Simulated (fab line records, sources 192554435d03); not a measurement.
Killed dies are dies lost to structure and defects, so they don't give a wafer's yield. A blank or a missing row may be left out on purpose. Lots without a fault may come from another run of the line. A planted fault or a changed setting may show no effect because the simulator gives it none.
Chamber matching | flow n5_finfet | N5_GATE_CUT_HM_DEP_46 on pecvd-03: 3 sister chambers
The step deposits SiO2 from TEOS/O2, target thk 130 nm, time 26.6 s. 3 wafers are shown with their chamber, then 8 later ones without.

WAFERS WITH THEIR CHAMBER
wafer  | chamber | throttle_valve_pct (%)
L084.3 | 0       | 19.3
L089.6 | 2       | 18.3
L090.2 | 1       | 18.5

WAFERS WITHOUT THEIR CHAMBER
wafer  | throttle_valve_pct (%)
L090.5 | 19.8
L090.6 | 18.8
L091.2 | 18.6
L091.5 | 19.3
L091.6 | 18.6
L092.1 | 18.6
L092.4 | 19.4
L092.6 | 18.4

WHICH CHAMBER EACH WENT THROUGH
wafer  | from the rows above          | in truth
L090.5 | 0                            | 0
L090.6 | can't be placed: 1 or 0 or 2 | 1
L091.2 | can't be placed: 1 or 2      | 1
L091.5 | 0                            | 0
L091.6 | can't be placed: 1 or 2      | 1
L092.1 | can't be placed: 1 or 2      | 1
L092.4 | 0                            | 0
L092.6 | can't be placed: 2 or 1      | 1
Placed correctly: 3 of 8. Can't be placed from these rows: 5 (the true chamber is among the candidates in 5). Placed wrongly: 0.
How it was worked out, from the rows above alone: a wafer's distance from a chamber is the root of the sum, over the readings, of the square of ((its reading less the chamber's mean) divided by the reading's scatter). The wafer belongs to the nearest chamber; if the next one is less than 2 further off, it can't be placed. A chamber's mean is the mean of its shown wafers. The scatter: with one shown wafer a chamber, the root of the mean of the squares of how far each hidden wafer lies from its nearest shown one.
